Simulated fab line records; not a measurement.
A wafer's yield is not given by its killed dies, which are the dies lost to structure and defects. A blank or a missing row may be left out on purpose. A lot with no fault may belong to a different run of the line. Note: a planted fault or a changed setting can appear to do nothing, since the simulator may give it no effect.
What tool caused it? / flow n5Finfet / 23 lots, 69 wafers sampled, at 3 steps of a route of 1938

## WHAT THE GAUGES SHOWED, per wafer
N5_MOL_CONTACT_COAG_CD_MEAS_137: the cd target is 16 nm.
lot=L074; measured=day 5 05:12; on=cdSem-01; cdNm (nm)=16.9 16.6 16.3
lot=L075; measured=day 5 16:17; on=cdSem-01; cdNm (nm)=15.6 16.0 15.8
lot=L076; measured=day 5 16:33; on=cdSem-01; cdNm (nm)=15.9 16.8 15.6
lot=L077; measured=day 5 19:31; on=cdSem-02; cdNm (nm)=15.8 16.0 15.8
lot=L078; measured=day 6 05:07; on=cdSem-03; cdNm (nm)=16.1 16.4 16.4
lot=L079; measured=day 6 07:56; on=cdSem-01; cdNm (nm)=16.1 15.8 16.1
lot=L080; measured=day 6 14:24; on=cdSem-02; cdNm (nm)=15.3 16.0 16.2
lot=L081; measured=day 6 21:08; on=cdSem-03; cdNm (nm)=15.9 16.1 16.0
lot=L082; measured=day 7 04:46; on=cdSem-02; cdNm (nm)=15.5 15.6 15.9
lot=L083; measured=day 7 09:16; on=cdSem-02; cdNm (nm)=15.5 15.7 15.8
lot=L084; measured=day 7 19:32; on=cdSem-03; cdNm (nm)=16.2 16.6 16.5
lot=L085; measured=day 7 19:43; on=cdSem-01; cdNm (nm)=16.6 16.1 16.1
lot=L086; measured=day 8 05:14; on=cdSem-02; cdNm (nm)=16.1 16.4 16.5
lot=L087; measured=day 8 12:49; on=cdSem-01; cdNm (nm)=16.2 16.2 15.4
lot=L088; measured=day 8 15:29; on=cdSem-03; cdNm (nm)=15.4 16.4 16.3
lot=L089; measured=day 9 00:08; on=cdSem-02; cdNm (nm)=16.6 15.7 16.4
lot=L090; measured=day 9 04:24; on=cdSem-01; cdNm (nm)=15.4 15.2 15.3
lot=L091; measured=day 9 11:28; on=cdSem-02; cdNm (nm)=16.3 16.5 15.4
lot=L092; measured=day 9 13:13; on=cdSem-01; cdNm (nm)=16.0 16.3 16.6
lot=L093; measured=day 10 06:14; on=cdSem-01; cdNm (nm)=15.7 15.9 16.2
lot=L095; measured=day 10 07:55; on=cdSem-01; cdNm (nm)=16.1 15.7 15.8
lot=L096; measured=day 10 21:12; on=cdSem-03; cdNm (nm)=16.0 15.8 15.8
lot=L097; measured=day 11 00:44; on=cdSem-01; cdNm (nm)=16.0 15.1 15.8

## WHAT TOOL EACH LOT RAN ON (gives the tool, then ch and the chambers of the sampled wafers, and finally the start)
lot=L074; N5_MOL_CONTACT_COAG_STRIP_96=rieDiel-06 ch 0,1, day 5 04:56; N5_MOL_CONTACT_COAG_STRIP_119=plasmaAsher-02 ch 0,1, day 5 05:04
lot=L075; N5_MOL_CONTACT_COAG_STRIP_96=rieDiel-06 ch 0,1,2, day 5 16:01; N5_MOL_CONTACT_COAG_STRIP_119=plasmaAsher-01 ch 0,1, day 5 16:08
lot=L076; N5_MOL_CONTACT_COAG_STRIP_96=rieDiel-05 ch 1,2,3, day 5 16:17; N5_MOL_CONTACT_COAG_STRIP_119=plasmaAsher-02 ch 0,1, day 5 16:24
lot=L077; N5_MOL_CONTACT_COAG_STRIP_96=rieDiel-05 ch 1,2, day 5 19:04; N5_MOL_CONTACT_COAG_STRIP_119=plasmaAsher-01 ch 0,1, day 5 19:22
lot=L078; N5_MOL_CONTACT_COAG_STRIP_96=rieDiel-06 ch 1,2, day 6 04:50; N5_MOL_CONTACT_COAG_STRIP_119=plasmaAsher-02 ch 0, day 6 04:58
lot=L079; N5_MOL_CONTACT_COAG_STRIP_96=rieDiel-04 ch 0,2, day 6 07:40; N5_MOL_CONTACT_COAG_STRIP_119=plasmaAsher-01 ch 0,1, day 6 07:48
lot=L080; N5_MOL_CONTACT_COAG_STRIP_96=rieDiel-04 ch 0,1,3, day 6 14:08; N5_MOL_CONTACT_COAG_STRIP_119=plasmaAsher-01 ch 0,1, day 6 14:15
lot=L081; N5_MOL_CONTACT_COAG_STRIP_96=rieDiel-05 ch 0,2, day 6 20:35; N5_MOL_CONTACT_COAG_STRIP_119=plasmaAsher-02 ch 1, day 6 21:00
lot=L082; N5_MOL_CONTACT_COAG_STRIP_96=rieDiel-04 ch 0,1, day 7 04:29; N5_MOL_CONTACT_COAG_STRIP_119=plasmaAsher-02 ch 0,1, day 7 04:38
lot=L083; N5_MOL_CONTACT_COAG_STRIP_96=rieDiel-04 ch 0,3, day 7 08:59; N5_MOL_CONTACT_COAG_STRIP_119=plasmaAsher-01 ch 0,1, day 7 09:08
lot=L084; N5_MOL_CONTACT_COAG_STRIP_96=rieDiel-06 ch 0,1,3, day 7 19:16; N5_MOL_CONTACT_COAG_STRIP_119=plasmaAsher-02 ch 0, day 7 19:23
lot=L085; N5_MOL_CONTACT_COAG_STRIP_96=rieDiel-05 ch 0,2,3, day 7 19:27; N5_MOL_CONTACT_COAG_STRIP_119=plasmaAsher-02 ch 0,1, day 7 19:34
lot=L086; N5_MOL_CONTACT_COAG_STRIP_96=rieDiel-05 ch 1,2,3, day 8 04:58; N5_MOL_CONTACT_COAG_STRIP_119=plasmaAsher-01 ch 0,1, day 8 05:05
lot=L087; N5_MOL_CONTACT_COAG_STRIP_96=rieDiel-04 ch 0,1,2, day 8 12:32; N5_MOL_CONTACT_COAG_STRIP_119=plasmaAsher-01 ch 0, day 8 12:40
lot=L088; N5_MOL_CONTACT_COAG_STRIP_96=rieDiel-06 ch 0,2,3, day 8 15:13; N5_MOL_CONTACT_COAG_STRIP_119=plasmaAsher-01 ch 0,1, day 8 15:21
lot=L089; N5_MOL_CONTACT_COAG_STRIP_96=rieDiel-05 ch 0,2, day 8 23:52; N5_MOL_CONTACT_COAG_STRIP_119=plasmaAsher-02 ch 0,1, day 8 23:59
lot=L090; N5_MOL_CONTACT_COAG_STRIP_96=rieDiel-06 ch 1,2,3, day 9 04:05; N5_MOL_CONTACT_COAG_STRIP_119=plasmaAsher-01 ch 0,1, day 9 04:13
lot=L091; N5_MOL_CONTACT_COAG_STRIP_96=rieDiel-06 ch 0,2,3, day 9 11:10; N5_MOL_CONTACT_COAG_STRIP_119=plasmaAsher-01 ch 0,1, day 9 11:17
lot=L092; N5_MOL_CONTACT_COAG_STRIP_96=rieDiel-04 ch 1,2, day 9 12:55; N5_MOL_CONTACT_COAG_STRIP_119=plasmaAsher-02 ch 0,1, day 9 13:02
lot=L093; N5_MOL_CONTACT_COAG_STRIP_96=rieDiel-04 ch 0,3, day 10 05:58; N5_MOL_CONTACT_COAG_STRIP_119=plasmaAsher-02 ch 0,1, day 10 06:05
lot=L095; N5_MOL_CONTACT_COAG_STRIP_96=rieDiel-06 ch 0,2,3, day 10 07:39; N5_MOL_CONTACT_COAG_STRIP_119=plasmaAsher-02 ch 0,1, day 10 07:46
lot=L096; N5_MOL_CONTACT_COAG_STRIP_96=rieDiel-06 ch 0,1, day 10 20:55; N5_MOL_CONTACT_COAG_STRIP_119=plasmaAsher-02 ch 0,1, day 10 21:04
lot=L097; N5_MOL_CONTACT_COAG_STRIP_96=rieDiel-04 ch 0,2, day 11 00:28; N5_MOL_CONTACT_COAG_STRIP_119=plasmaAsher-02 ch 0,1, day 11 00:35
- N5_MOL_CONTACT_COAG_STRIP_96: strips in N2/H2.
- N5_MOL_CONTACT_COAG_STRIP_119: strips in N2/H2, time 30 s.

## AS READ BY THE TOOLS THEMSELVES (means over the sampled wafers that have a number; for cases with no such wafer, the mark the record gives instead)
N5_MOL_CONTACT_COAG_STRIP_96.
lot=L074; tool=rieDiel-06; drypumpMotorCurrentA (A)=5.8; oesProductAu (a.u.)=0.71; rfVppV (V)=121.9; showerheadPlenumPTorr (Torr)=3.27; throttleValvePct (%)=18.8
lot=L075; tool=rieDiel-06; drypumpMotorCurrentA (A)=6.1; oesProductAu (a.u.)=0.70; rfVppV (V)=122.9; showerheadPlenumPTorr (Torr)=3.35; throttleValvePct (%)=18.7
lot=L076; tool=rieDiel-05; drypumpMotorCurrentA (A)=6.0; oesProductAu (a.u.)=0.82; rfVppV (V)=121.9; showerheadPlenumPTorr (Torr)=3.44; throttleValvePct (%)=19.1
lot=L077; tool=rieDiel-05; drypumpMotorCurrentA (A)=6.0; oesProductAu (a.u.)=0.90; rfVppV (V)=121.8; showerheadPlenumPTorr (Torr)=3.47; throttleValvePct (%)=18.7
lot=L078; tool=rieDiel-06; drypumpMotorCurrentA (A)=6.5; oesProductAu (a.u.)=0.70; rfVppV (V)=121.6; showerheadPlenumPTorr (Torr)=3.43; throttleValvePct (%)=18.7
lot=L079; tool=rieDiel-04; drypumpMotorCurrentA (A)=5.5; oesProductAu (a.u.)=0.73; rfVppV (V)=122.6; showerheadPlenumPTorr (Torr)=3.46; throttleValvePct (%)=18.9
lot=L080; tool=rieDiel-04; drypumpMotorCurrentA (A)=5.4; oesProductAu (a.u.)=0.71; rfVppV (V)=123.1; showerheadPlenumPTorr (Torr)=3.41; throttleValvePct (%)=19.3
lot=L081; tool=rieDiel-05; drypumpMotorCurrentA (A)=5.6; oesProductAu (a.u.)=0.85; rfVppV (V)=123.2; showerheadPlenumPTorr (Torr)=3.47; throttleValvePct (%)=19.2
lot=L082; tool=rieDiel-04; drypumpMotorCurrentA (A)=5.3; oesProductAu (a.u.)=0.69; rfVppV (V)=122.3; showerheadPlenumPTorr (Torr)=3.45; throttleValvePct (%)=19.4
lot=L083; tool=rieDiel-04; drypumpMotorCurrentA (A)=5.3; oesProductAu (a.u.)=0.69; rfVppV (V)=122.7; showerheadPlenumPTorr (Torr)=3.39; throttleValvePct (%)=19.0
lot=L084; tool=rieDiel-06; drypumpMotorCurrentA (A)=5.9; oesProductAu (a.u.)=0.77; rfVppV (V)=122.5; showerheadPlenumPTorr (Torr)=3.35; throttleValvePct (%)=18.6
lot=L085; tool=rieDiel-05; drypumpMotorCurrentA (A)=5.8; oesProductAu (a.u.)=0.80; rfVppV (V)=121.8; showerheadPlenumPTorr (Torr)=3.40; throttleValvePct (%)=19.4
lot=L086; tool=rieDiel-05; drypumpMotorCurrentA (A)=6.0; oesProductAu (a.u.)=0.79; rfVppV (V)=122.0; showerheadPlenumPTorr (Torr)=3.43; throttleValvePct (%)=19.2
lot=L087; tool=rieDiel-04; drypumpMotorCurrentA (A)=5.5; oesProductAu (a.u.)=0.74; rfVppV (V)=122.1; showerheadPlenumPTorr (Torr)=3.46; throttleValvePct (%)=19.2
lot=L088; tool=rieDiel-06; drypumpMotorCurrentA (A)=5.9; oesProductAu (a.u.)=0.84; rfVppV (V)=122.1; showerheadPlenumPTorr (Torr)=3.34; throttleValvePct (%)=18.5
lot=L089; tool=rieDiel-05; drypumpMotorCurrentA (A)=5.6; oesProductAu (a.u.)=0.82; rfVppV (V)=122.4; showerheadPlenumPTorr (Torr)=3.46; throttleValvePct (%)=19.2
lot=L090; tool=rieDiel-06; drypumpMotorCurrentA (A)=6.2; oesProductAu (a.u.)=0.92; rfVppV (V)=122.2; showerheadPlenumPTorr (Torr)=3.42; throttleValvePct (%)=18.3
lot=L091; tool=rieDiel-06; drypumpMotorCurrentA (A)=5.8; oesProductAu (a.u.)=0.82; rfVppV (V)=122.1; showerheadPlenumPTorr (Torr)=3.34; throttleValvePct (%)=18.5
lot=L092; tool=rieDiel-04; drypumpMotorCurrentA (A)=5.7; oesProductAu (a.u.)=0.78; rfVppV (V)=122.4; showerheadPlenumPTorr (Torr)=3.49; throttleValvePct (%)=19.0
lot=L093; tool=rieDiel-04; drypumpMotorCurrentA (A)=5.3; oesProductAu (a.u.)=0.86; rfVppV (V)=122.9; showerheadPlenumPTorr (Torr)=3.38; throttleValvePct (%)=18.7
lot=L095; tool=rieDiel-06; drypumpMotorCurrentA (A)=5.8; oesProductAu (a.u.)=0.80; rfVppV (V)=121.9; showerheadPlenumPTorr (Torr)=3.33; throttleValvePct (%)=18.5
lot=L096; tool=rieDiel-06; drypumpMotorCurrentA (A)=6.1; oesProductAu (a.u.)=0.84; rfVppV (V)=123.0; showerheadPlenumPTorr (Torr)=3.33; throttleValvePct (%)=18.6
lot=L097; tool=rieDiel-04; drypumpMotorCurrentA (A)=5.7; oesProductAu (a.u.)=0.83; rfVppV (V)=122.6; showerheadPlenumPTorr (Torr)=3.46; throttleValvePct (%)=18.6

N5_MOL_CONTACT_COAG_STRIP_119.
lot=L074; tool=plasmaAsher-02; drypumpMotorCurrentA (A)=5.7; heaterPowerW (W)=336
lot=L075; tool=plasmaAsher-01; drypumpMotorCurrentA (A)=6.0; heaterPowerW (W)=348
lot=L076; tool=plasmaAsher-02; drypumpMotorCurrentA (A)=5.7; heaterPowerW (W)=333
lot=L077; tool=plasmaAsher-01; drypumpMotorCurrentA (A)=6.0; heaterPowerW (W)=349
lot=L078; tool=plasmaAsher-02; drypumpMotorCurrentA (A)=5.8; heaterPowerW (W)=331
lot=L079; tool=plasmaAsher-01; drypumpMotorCurrentA (A)=5.6; heaterPowerW (W)=362
lot=L080; tool=plasmaAsher-01; drypumpMotorCurrentA (A)=6.0; heaterPowerW (W)=345
lot=L081; tool=plasmaAsher-02; drypumpMotorCurrentA (A)=5.5; heaterPowerW (W)=349
lot=L082; tool=plasmaAsher-02; drypumpMotorCurrentA (A)=5.6; heaterPowerW (W)=337
lot=L083; tool=plasmaAsher-01; drypumpMotorCurrentA (A)=5.5; heaterPowerW (W)=363
lot=L084; tool=plasmaAsher-02; drypumpMotorCurrentA (A)=5.8; heaterPowerW (W)=328
lot=L085; tool=plasmaAsher-02; drypumpMotorCurrentA (A)=5.6; heaterPowerW (W)=341
lot=L086; tool=plasmaAsher-01; drypumpMotorCurrentA (A)=6.0; heaterPowerW (W)=348
lot=L087; tool=plasmaAsher-01; drypumpMotorCurrentA (A)=5.1; heaterPowerW (W)=376
lot=L088; tool=plasmaAsher-01; drypumpMotorCurrentA (A)=5.6; heaterPowerW (W)=364
lot=L089; tool=plasmaAsher-02; drypumpMotorCurrentA (A)=5.7; heaterPowerW (W)=332
lot=L090; tool=plasmaAsher-01; drypumpMotorCurrentA (A)=6.0; heaterPowerW (W)=351
lot=L091; tool=plasmaAsher-01; drypumpMotorCurrentA (A)=5.5; heaterPowerW (W)=360
lot=L092; tool=plasmaAsher-02; drypumpMotorCurrentA (A)=5.6; heaterPowerW (W)=341
lot=L093; tool=plasmaAsher-02; drypumpMotorCurrentA (A)=5.6; heaterPowerW (W)=339
lot=L095; tool=plasmaAsher-02; drypumpMotorCurrentA (A)=5.7; heaterPowerW (W)=335
lot=L096; tool=plasmaAsher-02; drypumpMotorCurrentA (A)=5.7; heaterPowerW (W)=336
lot=L097; tool=plasmaAsher-02; drypumpMotorCurrentA (A)=5.7; heaterPowerW (W)=334

## THE ANSWER, worked out from the rows above alone
Rule: usual is defined by the lots themselves. The widest of any qualifying gaps counts: lots, ordered by their means at a reading, are off when they make up no more than a third of the lots, leave a main group of 4 or more, and stand apart from it by 3 or more times the standard deviation of that group's means. If all means in a main group match to the digits the tables above print for the reading, that group is not used. Also off: a lot with no number at a reading for which 4 or more lots have one. Any other lot the step has rows for is counted as sound. First the gauges in route order, then the tools' own readings, where a lot's mean is used as printed above. The first step at which some lot is off is used, and at that step the reading that is off furthest; a lot without a number counts as furthest.
No lot is off at any reading shown: from this, nothing can be told.

## WHAT THE SIMULATOR HAD PUT IN
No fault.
